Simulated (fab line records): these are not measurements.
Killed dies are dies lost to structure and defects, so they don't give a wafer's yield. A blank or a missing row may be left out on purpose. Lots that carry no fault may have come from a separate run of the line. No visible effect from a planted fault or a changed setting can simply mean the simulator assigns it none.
fab line records -- flow n5-finfet
[record] lots = 12, wafers = 36, last-day = 18
route steps=1938 shown BEOL_M9@1461 BEOL_M10@1476 PASSIVATION@1936
lots that met no fault: from a run of the same line without faults
start-h: hours from the record's opening day to when the first of the lot's shown wafers began -- wait-h: time in hours since the lot's previous step -- " same as the row above -- L1.1+2: a row that stands for several wafers -- - either no value or no given start -- * or withheld: withheld -- < > ~ a bound
route shown NAME@n: NAME is a module with steps in the file, n the number in the route of the first one -- usual: mean and standard deviation over wafers with no fault -- same: alike in all rows -- chamber/n: place in a boat -- sites: readings site by site -- _std_site: their standard deviation -- _edge_site: inner sites' mean taken away from outer sites' mean -- radius-mm: for every site, how far away it sits from the centre of the wafer -- mask NAME#n: copy n -- behind: the most recent tool/chamber to have shaped the wafer -- hold: cause of the lot's hold/its duration in hours/its outcome -- device: which transistor (n, p or np) failed to switch -- end of line: the tests these same wafers got at the end of their route -- where a step has no rows: the recipe by itself -- killed: at the first sort, the dies lost to defects and structure; wafer yield is something else -- map: dies across one wafer; x = killed, . = not, _ = none there
set.NAME: the run value of the setting; set.NAME@STEP: its run value at that earlier step -- model.NAME: the simulator's own value behind a step, which no gauge read
a sample of lots followed through the steps of the route, with each step as a table and each wafer as a row
services: when a tool's chamber went out of use (start-h, in hours from the record's first day, below 0 if earlier), for how many hours, and the reason
[[steps]]
[step N5_BEOL_M9_SPUTTER_48]
[recipe] material = Cu, target-thk-a = 120, temp-c = -20, bias-v = 60, power-w = 26000, chamber-pressure-pa = 0.13, time-s = 2
[usual] susceptor-temp-C = -20.01/0.11, throttle-valve-pct = 30.1/0.92
lot.wafer,tool,chamber,start-h,wait-h,susceptor-temp-C,throttle-valve-pct
L452.2,pvd-sputter-01,-,230.35,0.1,-19.99,30.8
L452.5,pvd-sputter-01,-,230.35,0.1,-19.76,29.8
L452.6,pvd-sputter-01,-,230.35,0.1,-20.11,31.0
L453.2,pvd-sputter-01,-,230.49,0.1,-20.17,29.9
L453.3,pvd-sputter-01,-,230.49,0.1,-19.90,29.4
L453.5,pvd-sputter-01,-,230.49,0.1,-20.11,29.3
L454.1,pvd-sputter-03,-,250.73,0.1,-20.14,29.7
L454.2,pvd-sputter-03,-,250.73,0.1,-19.99,29.1
L454.5,pvd-sputter-03,-,250.73,0.1,-19.93,31.8
L455.1,pvd-sputter-01,-,251.18,0.1,-20.16,30.0
L455.2,pvd-sputter-01,-,251.18,0.1,-20.04,31.0
L455.5,pvd-sputter-01,-,251.18,0.1,-19.87,29.4
L459.2,pvd-sputter-01,-,261.62,0.3,-20.08,29.7
L459.5,pvd-sputter-01,-,261.62,0.3,-20.00,29.7
L459.6,pvd-sputter-01,-,261.62,0.3,-20.24,30.8
L460.1,pvd-sputter-03,-,274.49,1.4,-19.88,30.7
L460.5,pvd-sputter-03,-,274.49,1.4,-20.00,31.8
L460.6,pvd-sputter-03,-,274.49,1.4,-20.26,29.2
L458.1,pvd-sputter-01,-,277.85,0.1,-20.06,29.8
L458.3,pvd-sputter-01,-,277.85,0.1,-20.02,29.1
L458.4,pvd-sputter-01,-,277.85,0.1,-20.09,30.6
L457.2,pvd-sputter-03,-,277.91,0.1,-20.17,29.0
L457.3,pvd-sputter-03,-,277.91,0.1,-19.96,31.7
L457.4,pvd-sputter-03,-,277.91,0.1,-20.04,30.1
L464.3,pvd-sputter-01,-,293.05,0.1,-19.99,29.7
L464.4,pvd-sputter-01,-,293.05,0.1,-19.96,30.5
L464.5,pvd-sputter-01,-,293.05,0.1,-20.05,29.3
L467.1,pvd-sputter-03,-,321.35,0.2,-20.20,30.9
L467.3,pvd-sputter-03,-,321.35,0.2,-19.92,29.8
L467.5,pvd-sputter-03,-,321.35,0.2,-20.00,29.1
L473.1,pvd-sputter-03,-,364.14,1.9,-19.82,31.8
L473.4,pvd-sputter-03,-,364.14,1.9,-19.91,30.7
L473.5,pvd-sputter-03,-,364.14,1.9,-19.99,29.6
L475.4,pvd-sputter-01,-,366.42,0.0,-19.97,30.7
L475.5,pvd-sputter-01,-,366.42,0.0,-19.92,30.4
L475.6,pvd-sputter-01,-,366.42,0.0,-20.01,30.0
[step N5_BEOL_M9_INSPECT_58]
[recipe] inspect-instrument = darkfield, mode = post-dep
[usual] raw-defect-count = 65/25
lot.wafer,tool,chamber,start-h,wait-h,raw-defect-count
L452.2,defect-inspect-02,-,233.35,0.0,50
L452.5,defect-inspect-02,-,233.35,0.0,54
L452.6,defect-inspect-02,-,233.35,0.0,36
L453.2,defect-inspect-02,-,234.40,0.0,86
L453.3,defect-inspect-02,-,234.40,0.0,62
L453.5,defect-inspect-02,-,234.40,0.0,97
L454.1,defect-inspect-02,-,251.71,0.0,69
L454.2,defect-inspect-02,-,251.71,0.0,35
L454.5,defect-inspect-02,-,251.71,0.0,68
L455.1,defect-inspect-02,-,252.17,0.0,47
L455.2,defect-inspect-02,-,252.17,0.0,42
L455.5,defect-inspect-02,-,252.17,0.0,39
L459.2,defect-inspect-02,-,263.00,0.0,84
L459.5,defect-inspect-02,-,263.00,0.0,64
L459.6,defect-inspect-02,-,263.00,0.0,69
L460.1,defect-inspect-01,-,275.49,0.0,77
L460.5,defect-inspect-01,-,275.49,0.0,74
L460.6,defect-inspect-01,-,275.49,0.0,60
L458.1,defect-inspect-01,-,279.43,0.0,77
L458.3,defect-inspect-01,-,279.43,0.0,59
L458.4,defect-inspect-01,-,279.43,0.0,57
L457.2,defect-inspect-01,-,279.58,0.0,44
L457.3,defect-inspect-01,-,279.58,0.0,55
L457.4,defect-inspect-01,-,279.58,0.0,55
L464.3,defect-inspect-01,-,294.03,0.0,128
L464.4,defect-inspect-01,-,294.03,0.0,100
L464.5,defect-inspect-01,-,294.03,0.0,77
L467.1,defect-inspect-01,-,323.20,0.0,38
L467.3,defect-inspect-01,-,323.20,0.0,57
L467.5,defect-inspect-01,-,323.20,0.0,45
L473.1,defect-inspect-02,-,365.20,0.0,59
L473.4,defect-inspect-02,-,365.20,0.0,86
L473.5,defect-inspect-02,-,365.20,0.0,63
L475.4,defect-inspect-02,-,367.40,0.0,74
L475.5,defect-inspect-02,-,367.40,0.0,73
L475.6,defect-inspect-02,-,367.40,0.0,32
[step N5_BEOL_M10_COAT_60]
[recipe] resist = SiARC, temp-c = 220, time-s = 60, spin-rpm = 1500, resist-thk-nm = 30
[usual] spin-speed-rpm = 1500.2/0.98
lot.wafer,tool,chamber,start-h,wait-h,spin-speed-rpm
L452.2,litho-track-01,0,234.65,-,1498.3
L452.5,litho-track-01,0,234.65,-,1501.9
L452.6,litho-track-01,0,234.65,-,1499.5
L453.2,litho-track-02,0,237.78,-,1500.2
L453.3,litho-track-02,0,237.78,-,1499.8
L453.5,litho-track-02,0,237.78,-,1499.9
L454.1,litho-track-02,0,253.17,-,1498.9
L454.2,litho-track-02,0,253.17,-,1501.1
L454.5,litho-track-02,0,253.17,-,1499.8
L455.1,litho-track-02,0,253.35,-,1498.5
L455.2,litho-track-02,0,253.35,-,1500.4
L455.5,litho-track-02,0,253.35,-,1499.2
L459.2,litho-track-01,0,266.48,-,1499.9
L459.5,litho-track-01,0,266.48,-,1500.4
L459.6,litho-track-01,0,266.48,-,1501.2
L460.1,litho-track-01,0,277.26,-,1501.1
L460.5,litho-track-01,0,277.26,-,1499.5
L460.6,litho-track-01,0,277.26,-,1499.7
L458.1,litho-track-01,0,280.76,-,1500.2
L458.3,litho-track-01,0,280.76,-,1499.3
L458.4,litho-track-01,0,280.76,-,1500.6
L457.2,litho-track-05,0,280.94,-,1498.4
L457.3,litho-track-05,0,280.94,-,1498.8
L457.4,litho-track-05,0,280.94,-,1499.9
L464.3,litho-track-01,0,296.04,-,1423.2
L464.4,litho-track-01,0,296.04,-,1423.9
L464.5,litho-track-01,0,296.04,-,1425.4
L467.1,litho-track-01,0,325.53,-,1424.6
L467.3,litho-track-01,0,325.53,-,1424.6
L467.5,litho-track-01,0,325.53,-,1425.6
L473.1,litho-track-05,0,366.05,-,1500.5
L473.4,litho-track-05,0,366.05,-,1500.0
L473.5,litho-track-05,0,366.05,-,1500.8
L475.4,litho-track-02,0,368.25,-,1500.4
L475.5,litho-track-02,0,368.25,-,1498.9
L475.6,litho-track-02,0,368.25,-,1499.9
[step N5_BEOL_M10_CD_MEAS_11]
[recipe] target-cd-nm = 64.1, landing-energy-ev = 500, detector = se-inlens, polarity = opening
[usual] cd-nm = 64.0/0.63
lot.wafer,tool,chamber,start-h,wait-h,cd-nm
L452.2,cd-sem-02,0,235.02,-,63.4
L452.5,cd-sem-02,0,235.02,-,63.4
L452.6,cd-sem-02,0,235.02,-,62.6
L453.2,cd-sem-01,0,238.02,-,63.7
L453.3,cd-sem-01,0,238.02,-,64.2
L453.5,cd-sem-01,0,238.02,-,64.8
L454.1,cd-sem-02,0,253.54,-,64.2
L454.2,cd-sem-02,0,253.54,-,64.3
L454.5,cd-sem-02,0,253.54,-,64.2
L455.1,cd-sem-03,0,253.72,-,64.2
L455.2,cd-sem-03,0,253.72,-,63.8
L455.5,cd-sem-03,0,253.72,-,63.4
L459.2,cd-sem-02,0,266.85,-,63.4
L459.5,cd-sem-02,0,266.85,-,62.6
L459.6,cd-sem-02,0,266.85,-,63.7
L460.1,cd-sem-03,0,277.63,-,63.8
L460.5,cd-sem-03,0,277.63,-,63.5
L460.6,cd-sem-03,0,277.63,-,64.3
L458.1,cd-sem-01,0,281.00,-,63.4
L458.3,cd-sem-01,0,281.00,-,64.6
L458.4,cd-sem-01,0,281.00,-,63.8
L457.2,cd-sem-03,0,281.31,-,64.5
L457.3,cd-sem-03,0,281.31,-,64.7
L457.4,cd-sem-03,0,281.31,-,65.2
L464.3,cd-sem-03,0,296.41,-,62.6
L464.4,cd-sem-03,0,296.41,-,62.8
L464.5,cd-sem-03,0,296.41,-,62.3
L467.1,cd-sem-03,0,325.77,-,64.8
L467.3,cd-sem-03,0,325.77,-,64.1
L467.5,cd-sem-03,0,325.77,-,64.2
L473.1,cd-sem-02,0,366.42,-,63.4
L473.4,cd-sem-02,0,366.42,-,64.3
L473.5,cd-sem-02,0,366.42,-,64.8
L475.4,cd-sem-02,0,368.49,-,63.4
L475.5,cd-sem-02,0,368.49,-,63.8
L475.6,cd-sem-02,0,368.49,-,63.4
[step N5_PASSIVATION_PROBE_49]
[usual] defect-limited-yield = 91.2/1.5, killed_at_M0_to_M3 = 33/9.6, killed_at_M4_up = 14/5.6, killed-at-contacts = 14/5.5, killed-at-front-end = 40/13, killed-at-other = 4/3, killed-dies = 104/17, killed-open = 68/13, killed-short = 33/7.2, sort_bin_4_leakage = 0.00/0.014, sort_bin_5_function = 5.2/0.95, sort_bin_6_memory = 3.3/0.62, sort_bin_8_speed = 0.00/0.012, sort-n-pass = 1076/17, sort-yield-pct = 91.2/1.5
[same] gross-dies = 1180, killed-at-back-side = 0
lot.wafer,tool,chamber,start-h,wait-h,defect-limited-yield[%],killed_at_M0_to_M3,killed_at_M4_up,killed-at-contacts,killed-at-front-end,killed-at-other,killed-dies,killed-open,killed-short,sort_bin_4_leakage[%],sort_bin_5_function[%],sort_bin_6_memory[%],sort_bin_8_speed[%],sort-n-pass,sort-yield-pct[%]
L453.2,prober-02,-,299.19,0.1,93.0,24,10,20,23,6,83,58,20,0,4.0,2.8,0,1097,93.0
L453.3,prober-02,-,299.24,0.1,93.3,27,17,10,23,2,79,55,21,0,4.3,1.9,0,1101,93.3
L453.5,prober-02,-,299.34,0.2,93.0,29,8,15,29,2,83,54,29,0,4.3,2.4,0,1097,93.0
// killed by level:class
L453.2 MOL_CONTACT_COAG:geometric-particle:open=13 BEOL_M3:geometric-particle:open=10 STI_FIN_REVEAL:geometric-particle:open=7 MOL_CONTACT_COAG:geometric-particle:short=5 BEOL_M0_SAQP:geometric-particle:open=4 BEOL_M4:geometric-particle:open=3 SPACER0:geometric-particle:open=3 GATE_CUT:geometric-particle:short=3
L453.3 BEOL_M0_SAQP:geometric-particle:open=8 BEOL_M3:geometric-particle:open=7 MOL_CONTACT_COAG:geometric-particle:open=7 BEOL_M4:geometric-particle:open=6 BEOL_M1:geometric-particle:open=4 STI_FIN_REVEAL:geometric-particle:open=3 DUMMY_GATE:geometric-particle:short=3 SDB:geometric-particle:short=3
L453.5 MOL_CONTACT_COAG:geometric-particle:open=12 BEOL_M0_SAQP:geometric-particle:open=9 DUMMY_GATE:geometric-particle:open=8 BEOL_M2:geometric-particle:open=6 BEOL_M0_SAQP:geometric-particle:short=6 BEOL_M8:geometric-particle:open=4 FIN_SAQP:geometric-particle:open=3 DUMMY_GATE:geometric-particle:short=3
[[services]]
tool,chamber,start-h,hours,kind
pvd-sputter-01,-,326.95,3.2,repair
litho-track-02,-,337.18,-,consumable-replace:filter
[[key]]
[first-sign] step = N5_BEOL_M10_COAT_60, reading = spin-speed-rpm, direction = down, sigmas = 77, usual = *, struck = *
effect none on later readings
met-at N5_BEOL_M10_COAT_60
struck-lots L464,L467
not-acting-at N5_BEOL_M9_SPUTTER_48,N5_BEOL_M9_INSPECT_58,N5_BEOL_M10_CD_MEAS_11
onset-between 280.76 296.04
[fault] kind = process-parameter-drift, tool = litho-track-01, chamber = -, onset-h = 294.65, steps = N5_BEOL_M10_COAT_60, channel = spin-rpm, offset = *, shape = step, end-h = 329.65, acts-in = *, stated = *
